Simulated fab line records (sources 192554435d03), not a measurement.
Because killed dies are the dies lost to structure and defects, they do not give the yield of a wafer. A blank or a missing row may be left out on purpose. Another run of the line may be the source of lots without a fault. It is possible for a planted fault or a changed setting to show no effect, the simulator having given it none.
Lot-split experiment    flow n5Finfet    7 lots, 39 wafers read, on a route of 1938 steps

ON THE SPLIT
At N5_BEOL_M4_TRENCH_ETCH_37 (etches SiOC in C4F6/O2, target depth 55.555 nm, time 29.2 s), the setting timeS was moved away from the recipe's 29.2 s on 18 of the 39 wafers read, by -48.2% to +55.1%. This setting was run at the recipe's value on the other wafers.

FROM THE SPLIT TO THE READING: what the file shows between them, 8 steps
- N5_BEOL_M4_ETCH_41: etches SiCN in CH3F/O2, target depth 29.9 nm, time 52.5 s
- N5_BEOL_M4_STRIP_97: strips in N2/H2, time 10 s
- N5_BEOL_M4_OCD_MEAS_38
- N5_BEOL_M4_HM_STRIP_39: strips TiN in peroxide tin strip, target depth 25 nm, time 158 s
- N5_BEOL_M4_SRD_40: time 30 s
- N5_BEOL_M4_ECD_50: material Cu, target thk 300 nm
- N5_BEOL_M4_ANNEAL_51: time 90 s
- N5_BEOL_M4_CMP_52: polishes, stops on SiOC, t overpolish 6.8 s, target thk 40 nm

THE READING
M4_THK, in nm, at N5_BEOL_M4_THK_MEAS_53 (measures by xrf). On this fab line, fault-free wafers typically give 39.7 nm with a standard deviation of 1.8 nm.

wafer   tool, chamber at the split  timeS as run, s  against the recipe  M4_THK, nm  against lot-mates on the recipe
L075.1  rieDiel-03, 1               29.2             recipe              38.1        -
L075.2  rieDiel-03, 2               19.81            -32.2%              20.1        -19.0
L075.3  rieDiel-03, 0               19.81            -32.2%              20.9        -18.2
L075.4  rieDiel-03, 3               29.2             recipe              40.1        -
L075.5  rieDiel-03, 1               19.81            -32.2%              22.7        -16.4
L075.6  rieDiel-03, 0               29.2             recipe              39.0        -
L081.1  rieDiel-01, 3               21.51            -26.3%              23.2        -15.0
L081.2  rieDiel-01, 1               21.51            -26.3%              26.0        -12.2
L081.3  rieDiel-01, 2               29.2             recipe              37.8        -
L081.4  rieDiel-01, 0               29.2             recipe              38.0        -
L081.5  rieDiel-01, 3               21.51            -26.3%              23.9        -14.3
L081.6  rieDiel-01, 0               29.2             recipe              38.7        -
L083.1  rieDiel-03, 1               29.2             recipe              38.4        -
L083.2  rieDiel-03, 0               23.71            -18.8%              29.8        -7.7
L083.3  rieDiel-03, 2               29.2             recipe              38.5        -
L083.4  rieDiel-03, 1               29.2             recipe              35.5        -
L083.5  rieDiel-03, 2               23.71            -18.8%              25.7        -11.8
L083.6  rieDiel-03, 0               23.71            -18.8%              27.9        -9.6
L084.1  rieDiel-05, 0               45.29            +55.1%              67.3        +27.5
L084.2  rieDiel-05, 3               29.2             recipe              39.1        -
L084.3  rieDiel-05, 1               45.29            +55.1%              70.6        +30.8
L084.4  rieDiel-05, 2               45.29            +55.1%              76.6        +36.8
L084.5  rieDiel-05, 1               29.2             recipe              39.7        -
L084.6  rieDiel-05, 2               29.2             recipe              40.7        -
L086.1  rieDiel-01, 0               15.13            -48.2%              11.9        -27.9
L086.2  rieDiel-01, 1               29.2             recipe              40.2        -
L086.3  rieDiel-01, 3               15.13            -48.2%              11.2        -28.6
L086.4  rieDiel-01, 2               15.13            -48.2%              12.3        -27.5
L086.5  rieDiel-01, 3               29.2             recipe              40.7        -
L086.6  rieDiel-01, 0               29.2             recipe              38.5        -
L089.1  rieDiel-03, 0               29.2             recipe              40.4        -
L089.2  rieDiel-03, 1               29.2             recipe              37.2        -
L089.3  rieDiel-03, 2               45.17            +54.7%              67.2        +27.7
L089.4  rieDiel-03, 3               45.17            +54.7%              72.0        +32.5
L089.5  rieDiel-03, 3               29.2             recipe              40.8        -
L089.6  rieDiel-03, 0               45.17            +54.7%              69.2        +29.7
L093.3  rieDiel-03, 3               29.2             recipe              38.8        -
L093.5  rieDiel-03, 2               29.2             recipe              36.3        -
L093.6  rieDiel-03, 1               29.2             recipe              38.6        -

THE FIT
A straight line over all 39 wafers: M4_THK changes by +0.569 nm for each +1% of timeS; r = +0.99; the points scatter about the line by 1.8 nm.
The same after taking each lot's own level away (the mean of its wafers on the recipe; 39 wafers): +0.561 nm for each +1%; r = +0.99; scatter 1.7 nm.
That fit puts the effect of the largest move of timeS on the reading at 31 nm.
Across the lots, their own levels run from 37.47 to 39.83 nm, a range of 1.3 times the standard deviation given above.
The two slopes are in agreement: the lot-to-lot level therefore moves the slope only a little.
Check: with one of the wafers moved furthest among these (+55.1%) left out of the fit, the line predicts +31.5 nm for it against its lot-mates. Against them it came out at +27.5 nm.

THE WHOLE CHAIN: every reading that the file lists as answering this split, in the file's order
step                       what it does                                                   reading                                                                          change (the file's fit)                                                            r (the file's)
N5_BEOL_M4_TRENCH_ETCH_37  etches SiOC in C4F6/O2, target depth 55.555 nm, time 29.2 s    BEOL_M4.featureDepthNm (the simulator's own value, which no gauge read)          +0.554 nm for each +1% of the setting                                              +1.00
N5_BEOL_M4_TRENCH_ETCH_37  etches SiOC in C4F6/O2, target depth 55.555 nm, time 29.2 s    etch.depthNm (the simulator's own value, which no gauge read)                    +0.554 nm for each +1% of the setting                                              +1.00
N5_BEOL_M4_TRENCH_ETCH_37  etches SiOC in C4F6/O2, target depth 55.555 nm, time 29.2 s    TiN_of_BEOL_M4_HM_DEP_02.thkNm (the simulator's own value, which no gauge read)  -0.0219 nm for each +1% of the setting                                             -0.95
N5_BEOL_M4_OCD_MEAS_38                                                                    trenchDepthNm                                                                    +0.556 nm for each +1% of the setting                                              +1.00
N5_BEOL_M4_CMP_52          polishes, stops on SiOC, t overpolish 6.8 s, target thk 40 nm  Cu_of_BEOL_M4_ECD_50.thkNm (the simulator's own value, which no gauge read)      +0.559 nm for each +1% of the setting                                              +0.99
N5_BEOL_M4_THK_MEAS_53     measures by xrf                                                M4_THK                                                                           +0.562 for each +1% of the setting                                                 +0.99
N5_BEOL_M4_RS_MEAS_58      measures by four-point-probe                                   M4_RS                                                                            not straight: 3.59 at the lowest setting, 0.69 at the recipe, 0.33 at the highest  not given

THE FILE'S OWN FIT
M4_THK changes by +0.562 nm for each +1% of timeS, r = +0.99.
